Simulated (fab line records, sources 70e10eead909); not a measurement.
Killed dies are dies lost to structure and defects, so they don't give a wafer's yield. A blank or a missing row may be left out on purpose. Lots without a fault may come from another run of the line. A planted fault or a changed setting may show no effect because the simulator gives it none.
Chamber matching | flow nand_harc | NHARC_P_M1_DESCUM_14 on rie_diel-12: 4 sister chambers
The step chemistry O2, time 3 s. 30 wafers are shown with their chamber, then 12 later ones without.

WAFERS WITH THEIR CHAMBER
wafer  | chamber | showerhead_plenum_p_Torr (Torr) | drypump_motor_current_A (A) | rf_vpp_V (V)
L075.2 | 0       | 2.01                            | 5.8                         | 57.5
L075.4 | 3       | 1.79                            | 5.3                         | 57.7
L075.5 | 2       | 1.96                            | 4.9                         | 57.6
L074.3 | 0       | 2.01                            | 5.8                         | 56.8
L074.4 | 0       | 2.01                            | 5.8                         | 59.0
L074.6 | 3       | 1.79                            | 5.3                         | 56.4
L078.1 | 3       | 1.79                            | 5.3                         | 56.8
L078.3 | 1       | 1.88                            | 5.5                         | 57.5
L078.4 | 0       | 2.01                            | 5.8                         | 58.5
L079.1 | 2       | 1.96                            | 4.8                         | 58.1
L079.5 | 0       | 2.01                            | 5.8                         | 60.2
L079.6 | 1       | 1.88                            | 5.5                         | 57.5
L080.2 | 1       | 1.88                            | 5.5                         | 58.7
L080.3 | 0       | 2.01                            | 5.8                         | 58.6
L080.6 | 3       | 1.79                            | 5.3                         | 55.7
L081.1 | 2       | 1.96                            | 4.8                         | 57.7
L081.4 | 3       | 1.79                            | 5.2                         | 57.2
L081.6 | 0       | 2.01                            | 5.8                         | 58.0
L082.1 | 0       | 2.01                            | 5.8                         | 58.7
L082.3 | 2       | 1.96                            | 4.8                         | 57.2
L082.4 | 1       | 1.88                            | 5.5                         | 57.9
L086.2 | 1       | 1.88                            | 5.5                         | 57.4
L086.5 | 1       | 1.88                            | 5.5                         | 57.2
L086.6 | 0       | 2.01                            | 5.8                         | 58.2
L087.2 | 0       | 2.01                            | 5.8                         | 57.3
L087.3 | 2       | 1.96                            | 4.9                         | 56.6
L087.6 | 0       | 2.01                            | 5.8                         | 57.4
L091.3 | 0       | 2.01                            | 5.8                         | 57.9
L091.4 | 3       | 1.78                            | 5.3                         | 56.2
L091.6 | 0       | 2.01                            | 5.8                         | 57.7

SIGNATURES (means of the wafers above)
reading                  | chamber 0 | chamber 1 | chamber 2 | chamber 3 | scatter within a chamber
showerhead_plenum_p_Torr | 2.0100    | 1.8800    | 1.9600    | 1.7883    | 0.00179
drypump_motor_current_A  | 5.800     | 5.500     | 4.840     | 5.283     | 0.028
rf_vpp_V                 | 58.138    | 57.700    | 57.440    | 56.667    | 0.752
Rule: a wafer's distance from a chamber is the root of the sum, over the readings, of the square of ((its reading less the chamber's mean) divided by the reading's scatter). The wafer belongs to the nearest chamber; if the next one is less than 2 further off, it can't be placed. The scatter: the root of (the sum of the squares of (reading less its chamber's mean) over the shown wafers, divided by (wafers less chambers)).

WAFERS WITHOUT THEIR CHAMBER
wafer  | showerhead_plenum_p_Torr (Torr) | drypump_motor_current_A (A) | rf_vpp_V (V)
L093.4 | 1.88                            | 5.5                         | 57.8
L093.5 | 2.01                            | 5.8                         | 57.3
L093.6 | 1.78                            | 5.3                         | 56.2
L094.2 | 1.78                            | 5.3                         | 57.7
L094.3 | 2.01                            | 5.8                         | 59.2
L094.4 | 1.96                            | 4.9                         | 57.9
L096.4 | 2.01                            | 5.8                         | 58.0
L096.5 | 1.78                            | 5.3                         | 57.4
L096.6 | 2.01                            | 5.8                         | 57.4
L097.2 | 1.88                            | 5.5                         | 57.8
L097.4 | 2.01                            | 5.8                         | 57.7
L097.6 | 1.96                            | 4.8                         | 58.8

WHICH CHAMBER EACH WENT THROUGH
wafer  | from the rows above | in truth
L093.4 | 1                   | 1
L093.5 | 0                   | 0
L093.6 | 3                   | 3
L094.2 | 3                   | 3
L094.3 | 0                   | 0
L094.4 | 2                   | 2
L096.4 | 0                   | 0
L096.5 | 3                   | 3
L096.6 | 0                   | 0
L097.2 | 1                   | 1
L097.4 | 0                   | 0
L097.6 | 2                   | 2
Placed correctly: 12 of 12. Can't be placed from these rows: 0. Placed wrongly: 0.
